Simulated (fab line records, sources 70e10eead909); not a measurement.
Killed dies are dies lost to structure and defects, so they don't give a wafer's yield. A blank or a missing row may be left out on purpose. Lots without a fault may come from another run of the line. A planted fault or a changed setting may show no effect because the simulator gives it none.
Chamber matching | flow nand_harc | NHARC_A_STAIRCASE_TRIM_196 on rie_diel-13: 4 sister chambers
The step chemistry O2, time 211.2 s. 4 wafers are shown with their chamber, then 8 later ones without.

WAFERS WITH THEIR CHAMBER
wafer  | chamber | showerhead_plenum_p_Torr (Torr)
L081.2 | 2       | 3.40
L082.3 | 0       | 3.63
L082.4 | 1       | 3.61
L085.1 | 3       | 3.54

WAFERS WITHOUT THEIR CHAMBER
wafer  | showerhead_plenum_p_Torr (Torr)
L085.2 | 3.62
L085.3 | 3.61
L087.3 | 3.53
L087.4 | 3.60
L087.6 | 3.62
L097.2 | 3.59
L097.4 | 3.38
L097.5 | 3.59

WHICH CHAMBER EACH WENT THROUGH
wafer  | from the rows above     | in truth
L085.2 | can't be placed: 0 or 1 | 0
L085.3 | can't be placed: 1 or 0 | 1
L087.3 | 3                       | 3
L087.4 | can't be placed: 1 or 0 | 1
L087.6 | can't be placed: 0 or 1 | 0
L097.2 | can't be placed: 1 or 0 | 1
L097.4 | 2                       | 2
L097.5 | can't be placed: 1 or 0 | 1
Placed correctly: 2 of 8. Can't be placed from these rows: 6 (the true chamber is among the candidates in 6). Placed wrongly: 0.
How it was worked out, from the rows above alone: a wafer's distance from a chamber is the root of the sum, over the readings, of the square of ((its reading less the chamber's mean) divided by the reading's scatter). The wafer belongs to the nearest chamber; if the next one is less than 2 further off, it can't be placed. A chamber's mean is the mean of its shown wafers. The scatter: with one shown wafer a chamber, the root of the mean of the squares of how far each hidden wafer lies from its nearest shown one.
